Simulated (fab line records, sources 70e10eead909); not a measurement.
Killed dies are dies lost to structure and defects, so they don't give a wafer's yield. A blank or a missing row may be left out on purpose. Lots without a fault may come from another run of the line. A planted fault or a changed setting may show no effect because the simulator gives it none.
fab line records | flow nand_harc
record lots=6 wafers=18 last_day=32
route steps=1302 shown A_CONTACT@1055 END@1302
lots that met no fault: from a run of the same line without faults
start_h: hours from the record's first day to the start of the lot's first wafer shown | wait_h: hours since the lot's step before | " the same as in the row above | L1.1+2: a row that stands for several wafers | - no value, or no start given | * or withheld: withheld | < > ~ a bound
route shown NAME@n: a module of which the file shows steps, and the number in the route of the first | usual: mean/standard deviation of fault-free wafers | same: alike in all rows | chamber/n: place in a boat | sites: the reading at each site | _std_site: their standard deviation | _edge_site: outer sites' mean less inner sites' | radius_mm: how far each site lies from the wafer's centre | mask NAME#n: copy n | behind: the tool/chamber that last shaped the wafer | hold: why the lot was held/for how many hours/how that ended | device: the transistor (n, p or np) that didn't switch | end of line: the same wafers' tests at the end of the route | a step without rows: its recipe alone | killed: dies lost to structure and defects at the first sort, not the wafer's yield | map: a wafer's dies, x killed, . not, _ none there
set.NAME: the setting as run; set.NAME@STEP: as run at that earlier step | model.NAME: the simulator's own value behind a step, which no gauge read
lots at some steps of the route; a table a step, a row a wafer
services: from which hour (start_h, from the record's first day; less than 0 if before it) a tool's chamber was out of use, for how many hours, and why
## steps
# step NHARC_A_CONTACT_ETCH_132
# recipe source_w=withheld pressure_mtorr=20 bias_v=3000 time_s=197 target_depth_a=19240 ar_flow_sccm=withheld c4f8_flow_sccm=withheld o2_flow_sccm=withheld chemistry=C4F8/O2/Ar
# columns lot.wafer tool chamber start_h wait_h rf_hours_counter_h
L118.3 har_cap_etch-02 1 510.79 0.1 -
L118.5 " 0 " " -
L118.6 " 1 " " -
L123.3 har_cap_etch-03 0 563.68 0.1 -
L123.6 " 0 " " -
L123.5 " 1 " " -
L126.1 har_cap_etch-01 0 601.62 0.1 15
L126.3 " 0 " " -
L126.6 " 1 " " -
L129.1 har_cap_etch-02 0 631.38 0.1 109
L129.4 " 1 " " -
L129.6 " 1 " " -
L136.2 har_cap_etch-02 1 700.53 0.1 120
L136.4 " 0 " " -
L136.6 " 0 " " -
L137.1 har_cap_etch-01 1 705.50 0.1 34
L137.2 " 0 " " 34
L137.6 " 0 " " -
# step NHARC_A_CONTACT_ETCH_133
# recipe source_w=withheld pressure_mtorr=20 bias_v=400 time_s=374 target_depth_a=16100 ar_flow_sccm=withheld c4f8_flow_sccm=11.5 o2_flow_sccm=7.2 chemistry=C4F8/O2/Ar
# columns lot.wafer tool chamber start_h wait_h rf_hours_counter_h
L118.3 har_cap_etch-02 1 511.09 0.3 -
L118.5 " 0 " " -
L118.6 " 1 " " -
L123.3 har_cap_etch-03 0 563.94 0.2 -
L123.6 " 0 " " -
L123.5 " 1 " " -
L126.1 har_cap_etch-01 0 601.84 0.2 15
L126.3 " 0 " " -
L126.6 " 1 " " -
L129.1 har_cap_etch-02 0 631.60 0.2 109
L129.4 " 1 " " -
L129.6 " 1 " " -
L136.2 har_cap_etch-02 1 700.75 0.2 121
L136.4 " 0 " " -
L136.6 " 0 " " -
L137.1 har_cap_etch-01 1 705.68 0.1 34
L137.2 " 0 " " 34
L137.6 " 0 " " -
# step NHARC_A_CONTACT_ETCH_91
# recipe target_depth_a=400 over_etch_frac=0.5 time_s=85.7 ion_energy_ev=120 ch3f_flow_sccm=50 o2_flow_sccm=30 ar_flow_sccm=200 rf_w=500 bias_w=100 chemistry=CH3F/O2
# usual bias_w=100.01/0.3 drypump_motor_current_A=5.6/0.45 mfc_ar_sccm=200.1/0.62 oes_product_au=0.937/0.026 rf_vpp_V=244.8/1.9 showerhead_plenum_p_Torr=2.49/0.13 throttle_valve_pct=20.662/0.0092
# columns lot.wafer tool chamber start_h wait_h bias_w drypump_motor_current_A mfc_ar_sccm oes_product_au rf_hours_counter_h rf_vpp_V showerhead_plenum_p_Torr throttle_valve_pct
L118.3 rie_diel-05 1 511.69 0.5 100.41 5.1 200.3 1.001 13 244.7 2.60 20.676
L118.6 " 1 " " 100.94 5.1 201.0 1.003 - 246.3 2.60 20.656
L118.5 " 2 " " 99.66 5.8 199.7 0.999 - 242.4 2.33 20.652
L123.3 rie_diel-04 1 564.63 0.6 99.89 6.3 200.0 0.916 6 245.3 2.36 20.664
L123.6 " 3 " " 100.05 5.4 200.1 0.919 - 247.0 2.64 20.668
L123.5 " 0 " " 100.01 6.2 201.2 0.923 - 242.2 2.32 20.653
L126.1 rie_diel-05 2 602.58 0.7 99.51 5.8 199.6 0.941 2 242.0 2.33 20.646
L126.3 " 0 " " 99.99 6.0 199.6 0.931 2 244.3 2.43 20.673
L126.6 " 1 " " 100.37 5.1 200.3 0.936 - 246.1 2.60 20.670
L129.4 rie_diel-04 0 632.33 0.6 100.19 6.2 199.2 0.925 33 242.6 2.31 20.666
L129.1 " 2 " " 100.49 6.3 200.8 0.933 26 245.6 2.50 20.661
L129.6 " 0 " " 100.10 6.2 199.6 0.933 - 241.6 2.31 20.669
L136.4 rie_diel-01 3 701.48 0.6 99.92 5.9 200.2 0.925 43 245.9 2.59 20.641
L136.2 " 1 " " 99.58 5.4 200.2 0.928 50 243.3 2.36 20.671
L136.6 " 2 " " 99.72 6.1 200.2 0.927 - 245.3 2.61 20.670
L137.1 rie_diel-05 1 706.48 0.7 99.69 5.1 200.5 1.002 19 246.1 2.59 20.681
L137.2 " 3 " " 100.07 5.2 200.8 0.996 18 248.6 2.64 20.662
L137.6 " 1 " " 100.09 5.1 199.4 0.999 - 245.8 2.59 20.662
# step NHARC_A_CONTACT_ETCH_97
# recipe target_depth_a=200 over_etch_frac=0.5 time_s=10 ion_energy_ev=250 c4f6_flow_sccm=25 o2_flow_sccm=20 ar_flow_sccm=500 rf_w=600 bias_w=500 chemistry=C4F6/O2
# step NHARC_A_CONTACT_CD_MEAS_80
# usual cd_nm=289.5/0.82
# columns lot.wafer tool chamber start_h wait_h cd_nm
L118.3 cd_sem-01 - 511.93 - 287.9
L118.5 " - " " 287.8
L118.6 " - " " 288.3
L123.3 cd_sem-01 - 564.83 - 288.5
L123.5 " - " " 288.7
L123.6 " - " " 289.2
L126.1 cd_sem-01 - 602.82 - 289.2
L126.3 " - " " 289.1
L126.6 " - " " 289.3
L129.1 cd_sem-02 - 632.53 - 289.4
L129.4 " - " " 290.0
L129.6 " - " " 290.1
L136.2 cd_sem-03 - 701.70 - 288.9
L136.4 " - " " 289.1
L136.6 " - " " 289.3
L137.1 cd_sem-02 - 706.69 - 290.2
L137.2 " - " " 289.7
L137.6 " - " " 290.1
# step NHARC_A_CONTACT_STRIP_103
# recipe n2_flow_sccm=150 h2_flow_sccm=150 ar_flow_sccm=0 bias_w=0 chemistry=N2/H2
# step NHARC_A_CONTACT_STRIP_104
# recipe cf4_flow_sccm=100 chf3_flow_sccm=30 ar_flow_sccm=0 bias_w=0 chemistry=CF4/CHF3
# step NHARC_A_CONTACT_STRIP_105
# recipe o2_flow_sccm=400 cos_flow_sccm=20 ar_flow_sccm=0 bias_w=0 chemistry=O2/COS
# step NHARC_A_CONTACT_ETCH_106
# recipe target_depth_a=900 overetch_a=90 time_s=49.5 ion_energy_ev=100 cf4_flow_sccm=80 o2_flow_sccm=20 ar_flow_sccm=0 rf_w=300 bias_w=100 chemistry=CF4/O2
# step NHARC_A_CONTACT_STRIP_82
# recipe o2_flow_sccm=500 ar_flow_sccm=0 bias_w=0 chemistry=O2
# usual drypump_motor_current_A=5.7/0.44 mfc_ar_sccm=0.011/0.013 oes_product_au=1.002/0.0058 rf_vpp_V=58.1/0.91 showerhead_plenum_p_Torr=3.58/0.18 throttle_valve_pct=17.036/0.0098
# same bias_w=0
# columns lot.wafer tool chamber start_h wait_h drypump_motor_current_A mfc_ar_sccm oes_product_au rf_hours_counter_h rf_vpp_V showerhead_plenum_p_Torr throttle_valve_pct
L118.3 rie_diel-01 0 - - 5.7 0.016 0.992 47 57.4 3.38 17.038
L118.5 " 3 " " 5.9 0.014 0.995 - 58.7 3.75 17.034
L118.6 " 2 " " 6.1 0 0.998 - 59.7 3.78 17.028
L123.3 rie_diel-05 0 - - 6.1 0.038 1.006 20 58.0 3.50 17.044
L123.5 " 0 " " 6.1 0.038 0.988 - 56.7 3.50 17.046
L123.6 " 1 " " 5.1 0 0.998 - 58.8 3.72 17.026
L126.3 rie_diel-04 3 - - 5.5 0.025 1.005 21 58.0 3.77 17.036
L126.1 " 0 " " 6.2 0.017 1.003 20 58.7 3.33 17.018
L126.6 " 3 " " 5.5 0.025 1.000 - 58.6 3.76 17.032
L129.4 rie_diel-04 3 - - 5.5 0.025 0.997 33 58.6 3.76 17.034
L129.1 " 1 " " 6.3 0.012 0.991 26 57.7 3.39 17.033
L129.6 " 3 " " 5.5 0.025 1.000 - 57.7 3.76 17.050
L136.4 rie_diel-05 3 - - 5.2 0.008 1.013 18 59.1 3.78 17.044
L136.2 " 1 " " 5.1 0 1.013 18 58.5 3.71 17.048
L136.6 " 0 " " 6.0 0.038 1.005 - 57.6 3.48 17.056
L137.2 rie_diel-05 2 - - 5.9 0 0.996 20 56.6 3.34 17.031
L137.1 " 3 " " 5.2 0.008 0.994 19 60.1 3.78 17.031
L137.6 " 3 " " 5.2 0.008 1.008 - 58.8 3.78 17.048
# step NHARC_A_CONTACT_STRIP_83
# recipe time_s=600 temp_c=30 chemistry=post_etch_residue_remover
# step NHARC_A_CONTACT_DEP_84
# recipe target_thk_a=28000 temp_c=400 material=aC
# usual throttle_valve_pct=35.000/0.0089
# columns lot.wafer tool chamber start_h wait_h throttle_valve_pct
L118.3 acl_dep-02 0 515.61 - 35.002
L118.5 " 0 " " 35.002
L118.6 " 0 " " 34.999
L123.3 acl_dep-01 0 568.56 - 34.998
L123.5 " 0 " " 35.010
L123.6 " 0 " " 34.978
L126.1 acl_dep-01 0 604.03 - 35.006
L126.3 " 0 " " 35.013
L126.6 " 0 " " 34.988
L129.1 acl_dep-02 0 636.38 - 35.013
L129.4 " 0 " " 34.993
L129.6 " 0 " " 35.002
L136.2 acl_dep-01 0 703.77 - 35.016
L136.4 " 0 " " 35.006
L136.6 " 0 " " 35.008
L137.1 acl_dep-03 0 707.64 - 34.989
L137.2 " 0 " " 35.011
L137.6 " 0 709.08 - 35.003
# step NHARC_A_CONTACT_DEP_85
# recipe target_thk_a=600 target_thk_nm=60 temp_c=400 pressure_torr=3.5 flow_sccm=200 rf_w=350 material=SiON
# usual heater_power_w=785/90
# columns lot.wafer tool chamber start_h wait_h heater_power_w
L118.3 pecvd-02 2 516.81 0.9 649
L118.5 " 1 " " 890
L118.6 " 2 " " 653
L123.3 pecvd-02 2 569.78 0.9 595
L123.6 " 0 " " 855
L123.5 " 2 " " 616
L126.1 pecvd-02 1 605.78 1.5 900
L126.3 " 2 " " 636
L126.6 " 1 " " 907
L129.1 pecvd-02 0 638.17 1.5 893
L129.4 " 2 " " 624
L129.6 " 0 " " 892
L136.2 pecvd-04 0 705.30 1.2 716
L136.4 " 1 " " 786
L136.6 " 0 " " 719
L137.2 pecvd-02 1 709.39 1.2 858
L137.1 " 2 " " 591
L137.6 " 2 " " 612
# step NHARC_A_CONTACT_DEHYDRATE_00
# recipe temp_c=150 time_s=120
# step NHARC_A_CONTACT_HMDS_01
# recipe time_s=30
# step NHARC_A_CONTACT_COAT_86
# recipe temp_c=260 time_s=75
# step NHARC_A_CONTACT_COAT_87
# recipe temp_c=225 time_s=65
# step NHARC_A_CONTACT_COAT_02
# recipe spin_rpm=1500 resist_thk_nm=90
# step NHARC_A_CONTACT_SOFTBAKE_03
# recipe temp_c=105 time_s=55
# step NHARC_A_CONTACT_EBR_04
# step NHARC_A_CONTACT_EXPOSE_05
# recipe na=1.35 sigma_outer=0.8 dose_mj=84.24 mask_id=A_CC
# step NHARC_A_CONTACT_PEB_06
# recipe peb_temp_c=100 peb_time_s=65
# step NHARC_A_CONTACT_DEVELOP_07
# recipe develop_time_s=35 dev_temp_c=23
# step NHARC_A_CONTACT_CD_MEAS_08
# recipe target_cd_nm=200 landing_energy_ev=500
# usual cd_nm=200.0/0.52
# columns lot.wafer tool chamber start_h wait_h cd_nm
L118.3 cd_sem-01 0 517.51 - 200.0
L118.5 " 0 " " 200.3
L118.6 " 0 " " 200.5
L123.3 cd_sem-02 0 570.45 - 199.5
L123.5 " 0 " " 199.6
L123.6 " 0 " " 199.5
L126.1 cd_sem-02 0 606.37 - 200.0
L126.3 " 0 " " 200.0
L126.6 " 0 " " 199.6
L129.1 cd_sem-03 0 638.86 - 200.3
L129.4 " 0 " " 200.6
L129.6 " 0 " " 200.7
L136.2 cd_sem-03 0 705.84 - 199.8
L136.4 " 0 " " 200.2
L136.6 " 0 " " 200.1
L137.1 cd_sem-03 0 710.12 - 199.7
L137.2 " 0 " " 199.2
L137.6 " 0 " " 199.3
# step NHARC_A_CONTACT_OVL_MEAS_09
# usual overlay_x_nm=-0.2/0.9 overlay_y_nm=-0.1/0.84
# columns lot.wafer tool chamber start_h wait_h overlay_x_nm overlay_y_nm
L118.3 overlay-01 - 517.60 - -1.7 0.6
L118.5 " - " " -1.6 0.5
L118.6 " - " " -1.9 1.0
L123.3 overlay-02 - 570.53 - -0.3 -0.6
L123.5 " - " " 0.5 -1.0
L123.6 " - " " 0.2 -0.9
L126.1 overlay-01 - 606.46 - -0.1 -0.4
L126.3 " - " " -0.4 -0.6
L126.6 " - " " -0.5 0.1
L129.1 overlay-01 - 638.95 - -1.1 -0.8
L129.4 " - " " -1.5 -0.6
L129.6 " - " " -1.9 -0.7
L136.2 overlay-02 - 705.93 - 0.3 -0.9
L136.4 " - " " 1.3 -1.0
L136.6 " - " " 0.4 -0.9
L137.1 overlay-01 - 710.21 - 0.1 1.2
L137.2 " - " " 0.0 1.0
L137.6 " - " " -0.1 1.4
# step NHARC_A_CONTACT_INSPECT_10
# usual raw_defect_count=78/32
# columns lot.wafer tool chamber start_h wait_h raw_defect_count
L118.3 defect_inspect-01 - 517.63 0.0 96
L118.5 " - " " 151
L118.6 " - " " 107
L123.3 defect_inspect-01 - 570.57 0.0 85
L123.5 " - " " 80
L123.6 " - " " 80
L126.1 defect_inspect-02 - 606.50 0.0 514
L126.3 " - " " 581
L126.6 " - " " 570
L129.1 defect_inspect-01 - 638.99 0.0 505
L129.4 " - " " 508
L129.6 " - " " 551
L136.2 defect_inspect-01 - 705.97 0.0 34
L136.4 " - " " 31
L136.6 " - " " 26
L137.1 defect_inspect-01 - 710.25 0.0 68
L137.2 " - " " 75
L137.6 " - " " 62
# step NHARC_A_CONTACT_DESCUM_13
# recipe time_s=3 o2_flow_sccm=200 ar_flow_sccm=0 bias_power_w=0 chemistry=O2
# step NHARC_END_SORT_01
# recipe temp_c=25
# usual killed_at_array=52/17 killed_at_other=0.8/1.1 killed_at_periphery=3.2/2.2 killed_dies=57/17 killed_open=3.4/1.8 killed_short=2.4/1.6
# same gross_dies=677
# columns lot.wafer tool chamber start_h wait_h killed_at_array killed_at_other killed_at_periphery killed_dies killed_open killed_short
L126.1 prober-01 0 655.72 2.5 120 1 0 121 5 1
L126.3 prober-01 0 657.31 3.1 135 0 3 138 1 2
L126.6 prober-01 0 659.70 4.0 115 1 4 120 3 4
L129.1 prober-02 0 687.94 2.5 139 2 7 148 4 1
L129.4 prober-02 0 690.37 3.4 133 1 4 138 3 3
L129.6 prober-02 0 691.99 4.0 144 2 4 150 1 2
# killed by level:class
L126.1 A_CONTACT:unspecified=71 A_SLIT:chamber_film_flake=33 A_CHANNEL_HOLE_D1:chamber_film_flake=4 A_M0:geometric_particle:open=3 A_CHANNEL_FILL_D1:geometric_particle:open=2 A_STAIRCASE:chamber_film_flake=2 A_CONTACT:chamber_film_flake=2 A_CHANNEL_HOLE_D1:geometric_particle:short=1
L126.3 A_CONTACT:unspecified=72 A_CHANNEL_HOLE_D1:chamber_film_flake=34 A_SLIT:chamber_film_flake=19 A_STAIRCASE:chamber_film_flake=3 A_ZERO_WELL:chamber_film_flake=2 A_CHANNEL_HOLE_D2:chamber_film_flake=2 P_CONTACT:geometric_particle:short=1 P_CONTACT:geometric_particle:open=1
L126.6 A_CONTACT:unspecified=66 A_SLIT:chamber_film_flake=24 A_CHANNEL_HOLE_D1:chamber_film_flake=10 A_CONTACT:chamber_film_flake=6 A_DECK1_JOINT:chamber_film_flake=3 A_CHANNEL_FILL_D2:geometric_particle:short=2 P_GATE:geometric_particle:open=1 P_M0:geometric_particle:short=1
L129.1 A_CONTACT:unspecified=72 A_SLIT:chamber_film_flake=29 A_CHANNEL_HOLE_D2:chamber_film_flake=13 A_CHANNEL_HOLE_D1:chamber_film_flake=8 A_BLC:chamber_film_flake=6 P_BONDPAD:chamber_film_flake=3 A_STAIRCASE:chamber_film_flake=3 P_GATE:geometric_particle:open=2
L129.4 A_CONTACT:unspecified=71 A_SLIT:chamber_film_flake=28 A_CHANNEL_HOLE_D1:chamber_film_flake=13 A_CHANNEL_HOLE_D2:chamber_film_flake=6 A_STAIRCASE:chamber_film_flake=6 A_SGD_CUT:chamber_film_flake=2 A_CONTACT:chamber_film_flake=2 P_STI:geometric_particle:open=1
L129.6 A_CONTACT:unspecified=84 A_SLIT:chamber_film_flake=32 A_CHANNEL_HOLE_D2:chamber_film_flake=13 A_CHANNEL_HOLE_D1:chamber_film_flake=10 A_STAIRCASE:chamber_film_flake=3 P_BONDPAD:chamber_film_flake=2 P_M0:geometric_particle:short=1 P_M0:geometric_particle:open=1
# map L126.3 (x killed, . not)
____________.____________
_________......._________
_______..........._______
______.............______
_____....x.........._____
____.................____
____................x____
___.....x.............___
___..x................___
__.....................__
__.....................__
_......................._
_.x....................._
_....x.................._
_...........xx..x......._
_............xxx........_
..............xxxxx......
......x......xxxx........
............xxx.x...x....
............xxx...x.x....
xx.x.........xxxxxxxxx...
_xx..........xxxxxxxx..._
_xxx........xx.xxxxxxx.._
_xxxx..........xxxxxxxx._
_xxxx.........xxxxxxxxx._
_xxxx..........xxxxxxxxx_
__x.....x......xxxxxxx.__
__x..........x.xxxxxxx.__
___..x........x.xxxxxx___
___...........x..xxxx.___
____..............x.x____
____.x...............____
_____..............._____
______.............______
_______..........._______
_________......._________
____________.____________
# map L129.6 (x killed, . not)
____________.____________
_________......._________
_______x.........._______
______.............______
_____..............._____
____.................____
____......x...x.....x____
___............x......___
___...................___
__...........x.........__
__........xxxxx..x.....__
_......x....xxxxx......._
_........xx.xx.x.x......_
_........xxxxxx.x......._
_....x..xxxxxxxxx......._
_.........xxxxx.x......._
..........xxxxxx.........
.x...x..x...x....x.......
......xx....x............
........xx.x.............
......xxxxx.x............
_....xxxxxxxx..........._
_..xxxxxxxxx............_
_...xxxxxxxxx..........._
_...xxxxxxxxx..........._
_....xxxxxxx............_
__..xxxxxxxxx..........__
__..xxxxxxxx......x....__
___..xxxxxxx..........___
___..xxxxxx...........___
____...x.xx......x...____
____....x............____
_____...x..........._____
______.............______
_______..........._______
_________...x..._________
____________.____________
## services
# columns tool chamber start_h hours kind
rie_diel-05 0 489.11 - clean
rie_diel-05 - 494.31 0.5 repair
har_cap_etch-01 - 499.30 17.0 pm
rie_diel-01 1 507.78 6.3 repair
rie_diel-05 0 511.09 9.4 repair
har_cap_etch-01 - 521.88 0.6 repair
rie_diel-01 - 523.00 1.1 repair
rie_diel-04 2 529.53 12.9 repair
rie_diel-04 - 532.24 9.0 pm
acl_dep-01 - 552.46 13.0 pm
rie_diel-01 - 560.45 9.0 pm
pecvd-02 - 575.89 1.4 repair
rie_diel-05 - 583.60 9.0 pm
pecvd-02 - 589.33 13.0 pm
pecvd-02 0 606.05 12.2 repair
acl_dep-02 - 606.61 13.0 pm
pecvd-02 - 613.46 1.4 repair
rie_diel-01 3 623.38 3.3 repair
rie_diel-05 1 631.10 2.5 repair
pecvd-04 - 631.11 13.0 pm
acl_dep-03 - 666.79 13.0 pm
rie_diel-05 0 678.00 13.1 repair
rie_diel-01 3 708.29 2.5 repair
rie_diel-04 - 709.30 9.0 pm
## key
first_sign step=NHARC_A_CONTACT_INSPECT_10 reading=raw_defect_count direction=up sigmas=14 usual=78 struck=538
effect step=NHARC_END_SORT_01 reading=killed_at_array direction=up sigmas=4.6 usual=52 struck=131
more_kills_born_at NHARC_A_CONTACT_DEP_85@pecvd-02=436
met_at NHARC_A_CONTACT_DEP_85
struck_wafers L126.1,L126.3,L126.6,L129.1,L129.4,L129.6
tester_left_out L126,L129
onset_between 569.78 605.78
also_fits NHARC_A_CONTACT_STRIP_82:rie_diel-04
fault kind=chamber_particle_source tool=pecvd-02 chamber=- onset_h=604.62 steps=NHARC_A_CONTACT_DEP_85 rate_per_visit_cm2=0.67472 end_h=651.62
# tester_left_out: of these lots the tester's yield and bins aren't shown, on N5 and GAA mostly nor the transistor test; their killed dies are dies lost to structure and defects alone, not to doping, threshold or leakage, so they don't give the yield
